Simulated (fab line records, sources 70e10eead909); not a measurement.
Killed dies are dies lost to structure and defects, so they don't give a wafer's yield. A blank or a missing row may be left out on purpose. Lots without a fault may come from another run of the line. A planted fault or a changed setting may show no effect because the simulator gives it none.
One fault seen from 2 desks | flow nand_harc | each desk has only its own numbers; what lay behind them comes last

THE TOOL OWNER'S DESK: pecvd-02
The tool's own readings at NHARC_A_DECK1_JOINT_DEP_16 (deposits SiO2, target thk 45 nm): means of the sampled wafers that have a number, for each lot that ran on this tool. A lot is out of limits, marked OUT, if its mean lies more than 4 standard deviations from the usual mean; the brackets give that distance.
Columns: A = heater_power_w at NHARC_A_DECK1_JOINT_DEP_16, usual 507 W; B = rf_fwd_power_W at NHARC_A_DECK1_JOINT_DEP_16, usual 896.8 W; C = throttle_valve_pct at NHARC_A_DECK1_JOINT_DEP_16, usual 15.7 %
lot  | first seen here | A   | B               | C
L751 | day 13 04:38    | 480 | 898.5           | 15.2
L764 | day 18 13:28    | 546 | 789.2 (-37) OUT | 15.3
L765 | day 18 13:38    | 517 | 790.7 (-37) OUT | 15.3
L766 | day 19 05:53    | 586 | 789.0 (-37) OUT | 15.1
This desk's finding: out of limits on L764, L765, L766; first on L764, day 18 13:28 (rf_fwd_power_W at NHARC_A_DECK1_JOINT_DEP_16). In limits: L751.

THE METROLOGY DESK
What the gauges read, lot by lot, whatever tool the lot ran on: means of the sampled wafers that have a number. A lot is out of limits, marked OUT, if its mean lies more than 4 standard deviations from the usual mean; the brackets give that distance.
Columns: A = thk_nm at NHARC_A_DECK1_JOINT_THK_MEAS_17, usual 45.1 nm
lot  | first seen here | A
L751 | day 13 04:55    | 44.1
L760 | day 16 14:49    | 45.0
L764 | day 18 13:45    | 44.5
L765 | day 18 13:57    | 43.5
L766 | day 19 06:10    | 42.4
L769 | day 20 13:16    | 45.9
L773 | day 22 00:37    | 44.8
This desk's finding: nothing out of limits on any of the 7 lots.

PUT TOGETHER
The tool owner's desk could have raised an alarm at day 18 13:28, on L764, L765, L766.
The metrology desk saw nothing out of limits.
The metrology desk has L764, L765, L766 on record, within its limits.
Of the lots named, all ran NHARC_A_DECK1_JOINT_DEP_16 on pecvd-02.

WHAT THE SIMULATOR HAD PUT IN
Process parameter drift: pecvd-02, from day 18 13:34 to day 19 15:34, at NHARC_A_DECK1_JOINT_DEP_16. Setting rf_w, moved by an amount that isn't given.
Lots struck among those shown: L764, L765, L766.
